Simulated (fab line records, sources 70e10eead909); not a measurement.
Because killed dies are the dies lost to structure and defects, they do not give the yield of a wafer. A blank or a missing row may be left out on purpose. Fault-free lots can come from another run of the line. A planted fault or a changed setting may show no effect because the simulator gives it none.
Which of the tools did it? ; flow nand harc ; 11 lots with 33 wafers sampled at 5 steps, on a route of 1302 steps

WHAT THE GAUGES READ, wafer by wafer
NHARC_END_SORT_01.
lot;measured;on;killed at array;killed at other;killed at periphery;killed dies;killed open;killed short
L247;day 29 09:58;prober-02;69 32 60;2 2 1;6 5 7;77 39 68;10 4 6;4 3 1

EACH LOT AND THE TOOL THAT RAN IT (in order: tool; ch and the chambers of the sampled wafers; start)
lot;NHARC_A_CHANNEL_HOLE_D1_STRIP_27;NHARC_A_CHANNEL_FILL_D1_ANNEAL_17;NHARC_A_CHANNEL_FILL_D1_STRIP_28;NHARC_A_CHANNEL_FILL_D1_ALD_25
L236;rie diel-05 ch 0,1,2, day 9 19:38 or earlier;furnace-05 ch 0, day 9 19:38;rie diel-08 ch 1,2,3, day 10 04:24;ald hk-03 ch 0,2,3, day 10 17:29
L237;rie diel-11 ch 1,2, day 10 09:05 or earlier;furnace-02 ch 0, day 10 09:05;rie diel-07 ch 2,3, day 10 17:46;ald hk-02 ch 0,1, day 11 06:17
L238;rie diel-05 ch 0,1,3, day 11 06:12 or earlier;furnace-05 ch 0, day 11 06:12;rie diel-08 ch 0,2,3, day 11 14:48;ald hk-04 ch 1,2,3, day 12 02:00
L240;rie diel-11 ch 0,2, day 11 13:56 or earlier;furnace-02 ch 0, day 11 13:56;rie diel-06 ch 0,2, day 11 22:53;ald hk-03 ch 0,2,3, day 12 10:49
L241;rie diel-05 ch 1,2, day 12 00:14 or earlier;furnace-02 ch 0, day 12 00:14;rie diel-06 ch 0,1,2, day 12 08:55;ald hk-02 ch 0,2,3, day 12 22:30
L242;rie diel-05 ch 0,2,3, day 12 12:07 or earlier;furnace-01 ch 0, day 12 12:07;rie diel-06 ch 1,2,3, day 12 20:49;ald hk-04 ch 1,2, day 13 09:01
L244;rie diel-11 ch 1,2,3, day 13 00:45 or earlier;furnace-01 ch 0, day 13 00:45;rie diel-06 ch 0,1,3, day 13 09:41;ald hk-04 ch 0,2, day 13 21:49
L243;rie diel-11 ch 1,2,3, day 13 00:45 or earlier;furnace-01 ch 0, day 13 00:45;rie diel-06 ch 2,3, day 13 09:38;ald hk-03 ch 0,2,3, day 13 22:25
L245;rie diel-11 ch 0,3, day 13 10:02 or earlier;furnace-05 ch 0, day 13 10:02;rie diel-08 ch 0,1,3, day 13 18:41;ald hk-03 ch 0,2, day 14 06:27
L246;rie diel-11 ch 0,2,3, day 13 22:28 or earlier;furnace-05 ch 0, day 13 22:28;rie diel-08 ch 1,2,3, day 14 07:11;ald hk-03 ch 1,2,3, day 14 18:52
L247;rie diel-05 ch 0,2,3, day 14 09:53 or earlier;furnace-01 ch 0, day 14 09:53;rie diel-06 ch 0,2,3, day 14 18:38;ald hk-02 ch 0,1,2, day 15 07:19
- NHARC_A_CHANNEL_HOLE_D1_STRIP_27: strips in O2.
- NHARC_A_CHANNEL_FILL_D1_ANNEAL_17: time 1800 s.
- NHARC_A_CHANNEL_FILL_D1_STRIP_28: strips in O2, time 20 s.
- NHARC_A_CHANNEL_FILL_D1_ALD_25: deposits SiOx, target thk 60 nm, pulse time 10 s, ald cycles 600.

AS READ BY THE TOOLS THEMSELVES (means over the sampled wafers that have a number; for cases with no such wafer, the mark the record gives instead)
NHARC_A_CHANNEL_HOLE_D1_STRIP_27.
lot;tool;chamber pressure mTorr (mTorr);drypump motor current A (A);oes product au (a.u.);rf vpp V (V);showerhead plenum p Torr (Torr);throttle valve pct (%)
L236;rie diel-05;59.99;5.3;0.999;58.0;3.53;17.043
L237;rie diel-11;59.94;6.2;1.001;56.8;3.41;17.036
L238;rie diel-05;60.07;5.9;0.999;58.6;3.59;17.028
L240;rie diel-11;59.98;5.7;0.992;57.7;3.53;17.042
L241;rie diel-05;59.99;5.1;1.000;58.5;3.63;17.033
L242;rie diel-05;60.02;5.6;0.999;58.0;3.54;17.039
L244;rie diel-11;60.01;5.7;0.997;57.6;3.39;17.037
L243;rie diel-11;59.98;5.7;1.008;57.9;3.39;17.035
L245;rie diel-11;59.98;5.4;1.003;56.6;3.40;17.039
L246;rie diel-11;60.01;5.4;1.006;58.2;3.44;17.046
L247;rie diel-05;59.98;5.6;0.989;56.5;3.53;17.036

NHARC_A_CHANNEL_FILL_D1_ANNEAL_17.
lot;tool;spike tc bottom C (C);spike tc centre C (C);spike tc lower C (C);spike tc top C (C);spike tc upper C (C);tube center temp C (C);tube_center_temp_C_max;zone power top pct (%)
L236;furnace-05;868.1;848.2;847.8;863.0;852.4;850;852.1;29.2
L237;furnace-02;869.8;850.0;850.2;862.0;848.4;850;852.1;29.8
L238;furnace-05;867.6;849.7;848.0;862.9;852.4;850;852.1;29.7
L240;furnace-02;869.7;849.1;849.2;861.6;848.0;850;852.2;29.9
L241;furnace-02;871.0;850.1;849.4;861.8;847.9;850;852.2;29.9
L242;furnace-01;870.8;849.8;849.4;860.8;849.8;850;852.1;29.5
L244;furnace-01;870.4;850.7;849.4;859.7;849.5;850;852.3;29.1
L243;furnace-01;869.7;849.3;849.2;860.3;849.6;850;852.3;29.1
L245;furnace-05;867.3;847.9;848.5;862.4;851.7;850;852.1;29.7
L246;furnace-05;867.5;849.4;848.2;862.8;852.1;850;852.2;29.5
L247;furnace-01;816.4;796.0;795.0;805.4;795.6;795;797.9;26.2

NHARC_A_CHANNEL_FILL_D1_STRIP_28.
lot;tool;chamber pressure mTorr (mTorr);drypump motor current A (A);oes product au (a.u.);rf vpp V (V);showerhead plenum p Torr (Torr);throttle valve pct (%)
L236;rie diel-08;60.02;5.6;0.999;57.1;3.48;17.039
L237;rie diel-07;60.04;5.8;0.996;58.6;3.59;17.038
L238;rie diel-08;59.95;5.4;1.001;57.7;3.39;17.031
L240;rie diel-06;60.00;5.8;1.003;57.9;3.64;17.039
L241;rie diel-06;59.97;5.9;1.006;58.3;3.64;17.032
L242;rie diel-06;59.97;5.9;1.009;57.7;3.66;17.030
L244;rie diel-06;60.03;6.0;1.008;59.3;3.64;17.043
L243;rie diel-06;60.03;5.6;1.006;57.7;3.68;17.033
L245;rie diel-08;60.05;5.6;1.007;57.8;3.53;17.037
L246;rie diel-08;60.03;5.6;1.008;57.8;3.47;17.033
L247;rie diel-06;60.01;5.7;1.000;57.7;3.66;17.037

NHARC_A_CHANNEL_FILL_D1_ALD_25.
lot;tool;heater power w (W);precursor pulse height rel
L236;ald hk-03;437;0.996
L237;ald hk-02;424;0.998
L238;ald hk-04;491;1.006
L240;ald hk-03;441;1.017
L241;ald hk-02;475;1.001
L242;ald hk-04;509;0.998
L244;ald hk-04;463;1.016
L243;ald hk-03;441;0.990
L245;ald hk-03;428;0.997
L246;ald hk-03;427;1.004
L247;ald hk-02;447;1.008

THE ANSWER, worked out from the rows above alone
Rule: the lots themselves supply what counts as usual. The widest of any qualifying gaps counts: lots, ordered by their means at a reading, are off when they make up no more than a third of the lots, leave a main group of 4 or more, and stand apart from it by 3 or more times the standard deviation of that group's means. A main group whose means are all the same, to the digits that the tables above print for the reading, isn't used. Also off: a lot with no number at a reading for which 4 or more lots have one. All remaining lots with rows at the step are treated as sound. The gauges are gone through in route order, then the tools' own readings, and for those a lot's mean is taken as printed above. At the first step where some lot is off, the reading lying furthest off is the one used; lots without a number count as furthest.
Off: L247 (NHARC_A_CHANNEL_FILL_D1_ANNEAL_17, tube_center_temp_C_max). For the main group the mean is 852.2 and the standard deviation 0.078.
If a tool, at that step or one of the process steps before it, ran each lot that is off and ran no sound lot following the first of them, it fits. With no start given for some of its lots, NHARC_A_CHANNEL_HOLE_D1_STRIP_27 uses the hours and lot order of NHARC_A_CHANNEL_FILL_D1_ANNEAL_17. 2 tools fit, rie diel-05 at NHARC_A_CHANNEL_HOLE_D1_STRIP_27 and furnace-01 at NHARC_A_CHANNEL_FILL_D1_ANNEAL_17, so this cannot tell which one it is.

WHAT THE SIMULATOR PUT IN
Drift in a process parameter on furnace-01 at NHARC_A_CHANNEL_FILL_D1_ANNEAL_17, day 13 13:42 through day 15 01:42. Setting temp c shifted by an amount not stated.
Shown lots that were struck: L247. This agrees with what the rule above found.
